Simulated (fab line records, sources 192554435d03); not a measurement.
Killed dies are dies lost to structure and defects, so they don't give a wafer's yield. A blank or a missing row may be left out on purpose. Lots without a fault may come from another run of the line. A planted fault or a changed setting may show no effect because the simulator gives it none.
A struck lot beside a sound one | flow n5_finfet | 40 steps out of a route of 1938
Sound: wafers L329.2, L329.5, L329.6. Struck: wafer L338.3. (L338.1, L338.6 of the same lot were not struck and are left out.) The cause comes at the end.
At each step with rows: each side's tool, then ch and its chambers, then its first start. Under that, the readings that differ: sound wafers | struck wafers | difference of the means | sigmas: that difference in standard deviations of wafers without a fault.
alike: readings whose means differ by less than 2 such deviations, and words and numbers that are the same on both sides. not compared: withheld readings, readings that some wafer has no value for, bounds like >300 that may hide the same value, and numbers for which the record gives no deviation and whose values overlap.
The two part at a step that has a row with sigmas, a row that says differs or no value, or rows on one side only. Numbers that don't overlap but have no deviation are shown without sigmas and don't part them. A reading that every wafer of one side lacks parts them only if that side has two wafers or more.

first, 9 steps without rows for these wafers: N5_BEOL_M5_DESCUM_33 (chemistry O2, time 7 s); N5_BEOL_M5_ETCH_75 (etches underlayer in N2/H2, target depth 6.5 nm, time 5.2 s); N5_BEOL_M5_ETCH_67 (etches SiARC in CF4, target depth 15.6 nm, time 26 s); N5_BEOL_M5_ETCH_68 (etches SOC in N2/H2, target depth 80 nm, overetch 16 nm, time 120 s); N5_BEOL_M5_STRIP_69 (strips in N2/H2); N5_BEOL_M5_STRIP_76 (strips in N2/H2); N5_BEOL_M5_VIA_ETCH_34 (etches SiCOH lowk in C4F6/O2, target depth 88.3 nm, time 39.2 s); N5_BEOL_M5_STRIP_85 (strips in C4F6/O2); N5_BEOL_M5_STRIP_36 (strips in N2/H2).
N5_BEOL_M5_TRENCH_ETCH_37: etches SiCOH lowk in C4F6/O2, target depth 71.652 nm, time 24.7 s.
  sound on rie_diel-04 ch 1,2, day 10 06:44; struck on rie_diel-04 ch 2, day 11 14:11
  reading                                    | sound             | struck | difference | sigmas
  model.etch.depth_nm (nm)                   | 70.74 70.63 71.46 | 47.51  | -23.43     |
  model.BEOL_M5.feature_depth_nm (nm)        | 70.8 70.6 71.4    | 47.6   | -23.3      |
  model.TiN_of_BEOL_M5_HM_DEP_02.thk_nm (nm) | 18.2 18 17.8      | 18.8   | +0.8       |
  alike: C4F6_flow_sccm, drypump_motor_current_A, oes_product_au, rf_vpp_V, showerhead_plenum_p_Torr, throttle_valve_pct
  not compared: rf_hours_counter_h
then, 2 steps without rows for these wafers: N5_BEOL_M5_ETCH_41 (etches SiCN in CH3F/O2, target depth 31.5 nm, time 56.7 s); N5_BEOL_M5_STRIP_91 (strips in N2/H2, time 10 s).
N5_BEOL_M5_OCD_MEAS_38:
  sound on ocd-02, day 10 06:53; struck on ocd-01, day 11 14:20
  reading              | sound          | struck | difference | sigmas
  trench_depth_nm (nm) | 70.7 70.2 72.0 | 47.6   | -23.4      | -24
then, 21 steps without rows for these wafers: N5_BEOL_M5_HM_STRIP_39 (strips TiN in peroxide tin strip, target depth 25 nm, time 158 s); N5_BEOL_M5_SRD_40 (time 30 s); N5_BEOL_M5_PRECLEAN_42 (cleans in residue remover, time 60 s); N5_BEOL_M5_SRD_43 (time 30 s); N5_BEOL_M5_CURE_80 (cures SiCOH lowk, time 120 s); N5_BEOL_M5_DEGAS_44 (time 60 s); N5_BEOL_M5_PRE_CLEAN_45 (time 30 s); N5_BEOL_M5_ALD_86 (deposits TaN, pulse time 2 s, purge time 3 s, co reactant purge time 2 s); N5_BEOL_M5_SURFACE_TREAT_87; N5_BEOL_M5_CVD_47 (deposits Co from CCTBA/H2, target thk 3 nm, time 216 s); N5_BEOL_M5_SPUTTER_48 (material Cu, target thk 15 nm, time 27.62 s); N5_BEOL_M5_ANNEAL_49 (time 1800 s); N5_BEOL_M5_SPUTTER_81 (material Cu, target thk 15 nm, time 27.62 s); N5_BEOL_M5_ANNEAL_82 (time 1800 s); N5_BEOL_M5_SPUTTER_83 (material Cu, target thk 15 nm, time 27.62 s); N5_BEOL_M5_ANNEAL_84 (time 1800 s); N5_BEOL_M5_SPUTTER_88 (material Cu, target thk 15 nm, time 27.62 s); N5_BEOL_M5_ANNEAL_89 (time 1800 s); N5_BEOL_M5_SPUTTER_90 (material Cu, target thk 4.5 nm, time 8.29 s); N5_BEOL_M5_ECD_50 (material Cu, target thk 300 nm); N5_BEOL_M5_ANNEAL_51 (time 90 s).
N5_BEOL_M5_CMP_52: polishes, stops on SiCOH lowk, t overpolish 6.9 s, target thk 62 nm.
  sound on cmp-03 ch 0,1,3, day 10 13:02; struck on cmp-03 ch 0, day 11 20:50
  reading                                | sound             | struck | difference | sigmas
  overpolish_run_s (s)                   | 6.899 6.894 6.896 | 6.923  | +0.027     | +3
  model.Cu_of_BEOL_M5_ECD_50.thk_nm (nm) | 60.8 60.6 62.8    | 37.4   | -24.0      |
  alike: barrier_field_endpoint_s, motor_current_A, time_to_endpoint_s
N5_BEOL_M5_THK_MEAS_53: measures by xrf.
  sound on film_metro-01, day 10 13:16; struck on film_metro-01, day 11 21:05
  reading     | sound          | struck | difference | sigmas
  M5_THK (nm) | 61.3 61.1 63.5 | 37.5   | -24.5      | -16
then, 2 steps without rows for these wafers: N5_BEOL_M5_PRE_CLEAN_77 (time 15 s); N5_BEOL_M5_CO_CAP_78 (material Co, precursor CCTBA/H2, target thk 2 nm, time 102.1 s).
N5_BEOL_M5_RS_MEAS_57: measures by four-point-probe.
  sound on film_metro-01, day 10 13:34; struck on film_metro-02, day 11 21:22
  reading        | sound             | struck | difference | sigmas
  M5_RS (ohm/sq) | 0.395 0.398 0.381 | 0.729  | +0.338     | +34
-- the record jumps here: 3 days lie between the struck wafers' starts before and after (it left off in module BEOL_M5 and takes up again in module BEOL_M15, whose first step shown is number 1830 of the route) --
N5_BEOL_M15_RC_MEAS_101:
  sound on prober-02 ch 0, day 13 23:30; struck on prober-01 ch 0, day 15 06:48
  reading                    | sound                      | struck   | difference | sigmas
  COMB_M10 (S/m)             | 1.54e-11 1.91e-11 1.31e-11 | 1.05e-11 | -5.37e-12  | -2
  COMB_M10_max_site (S/m)    | 2.3e-11 3.1e-11 1.8e-11    | 1.2e-11  | -1.2e-11   | -3
  COMB_M12 (S/m)             | 8.7e-12 8.1e-12 8.2e-12    | 4.3e-12  | -4.0e-12   | -3
  COMB_M14 (S/m)             | 4.9e-12 5e-12 5.5e-12      | 3.1e-12  | -2.0e-12   | -2
  COMB_M8 (S/m)              | 2.3e-11 2.1e-11 2e-11      | 3.5e-11  | +1.4e-11   | +3
  SERP_M10 (ohm/um)          | 2.94 2.93 2.99             | 3.16     | +0.21      | +3
  SERP_M10_max_site (ohm/um) | 3.09 3.00 3.10             | 3.25     | +0.19      | +2
  SERP_M5 (ohm/um)           | 41.5 40.6 39.5             | 74.3     | +33.8      | +24
  SERP_M5_max_site (ohm/um)  | 43.1 41.4 42.0             | 76.2     | +34.0      | +21
  alike: COMB_M11, COMB_M13, COMB_M15, COMB_M6, COMB_M7, COMB_M7_max_site, COMB_M9, SERP_M11, SERP_M11_max_site, SERP_M12, SERP_M13, SERP_M14, SERP_M6, SERP_M7, SERP_M8, SERP_M8_max_site, SERP_M9, SERP_M9_max_site

WHERE THEY PART
First at N5_BEOL_M5_OCD_MEAS_38; last, within this record, at N5_BEOL_M15_RC_MEAS_101.

WHY: what the simulator had put in
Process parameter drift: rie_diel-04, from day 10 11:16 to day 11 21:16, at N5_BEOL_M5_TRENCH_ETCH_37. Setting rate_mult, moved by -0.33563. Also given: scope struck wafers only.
